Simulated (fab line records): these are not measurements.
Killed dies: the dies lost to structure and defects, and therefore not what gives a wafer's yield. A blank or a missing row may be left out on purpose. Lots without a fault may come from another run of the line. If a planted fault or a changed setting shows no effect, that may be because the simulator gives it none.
3 desks, one fault | flow n5_finfet | numbers are kept per desk, each desk with only its own; the story behind them comes last

THE DEFECT DESK
Inspection counts along the route, by lot: the mean over sampled wafers that carry a number. The brackets show how far a lot's mean lies from the usual mean; more than 4 standard deviations puts the lot out of limits, marked OUT.
Columns: A = raw_defect_count at N5_BEOL_M6_INSPECT_30, usual 435
lot  | first seen here | A
L906 | day 9 17:48     | 404
L908 | day 10 04:29    | 301
L913 | day 11 15:50    | 338
L915 | day 12 06:14    | 495
L925 | day 14 05:12    | 395
L924 | day 14 17:07    | 360
This desk's verdict: no lot among the 6 shows anything out of limits.

TOOL OWNER'S DESK, rie_diel-03
The tool's own readings at N5_BEOL_M6_ETCH_41 (etches SiCN in CH3F/O2, target depth 29.7 nm, time 52 s): means of the sampled wafers that have a number, for each lot that ran on this tool. The brackets show how far a lot's mean lies from the usual mean; more than 4 standard deviations puts the lot out of limits, marked OUT.
Columns: A = drypump_motor_current_A at N5_BEOL_M6_ETCH_41, usual 5.5 A; B = oes_product_au at N5_BEOL_M6_ETCH_41, usual 0.83 a.u.; C = rf_vpp_V at N5_BEOL_M6_ETCH_41, usual 297.7 V; D = showerhead_plenum_p_Torr at N5_BEOL_M6_ETCH_41, usual 2.02 Torr; E = throttle_valve_pct at N5_BEOL_M6_ETCH_41, usual 16.26 %
lot  | first seen here | A   | B    | C     | D    | E
L906 | day 9 18:08     | 5.3 | 0.81 | 299.4 | 2.05 | 16.15
L913 | day 11 16:16    | 5.4 | 0.91 | 298.6 | 2.12 | 16.06
L915 | day 12 06:34    | 5.4 | 0.81 | 296.4 | 1.92 | 16.40
This desk's verdict: no lot among the 3 shows anything out of limits.

AT THE METROLOGY DESK
What the gauges read, lot by lot, whatever tool the lot ran on: means of the sampled wafers that have a number. The brackets show how far a lot's mean lies from the usual mean; more than 4 standard deviations puts the lot out of limits, marked OUT.
Columns: A = V5_OVL at N5_BEOL_M6_OVL_MEAS_29, usual -0.5 nm
lot  | first seen here | A
L906 | day 9 17:44     | 0.4
L908 | day 10 04:26    | -0.8
L913 | day 11 15:47    | -0.0
L915 | day 12 06:11    | -1.0
L925 | day 14 05:09    | -0.9
L924 | day 14 17:03    | -0.6
This desk's verdict: no lot among the 6 shows anything out of limits.

TAKEN TOGETHER
Nothing the defect desk looked at was out of limits.
The tool owner's desk saw nothing out of limits.
From the metrology desk's view, nothing was out of limits.

WHAT THE SIMULATOR PUT IN
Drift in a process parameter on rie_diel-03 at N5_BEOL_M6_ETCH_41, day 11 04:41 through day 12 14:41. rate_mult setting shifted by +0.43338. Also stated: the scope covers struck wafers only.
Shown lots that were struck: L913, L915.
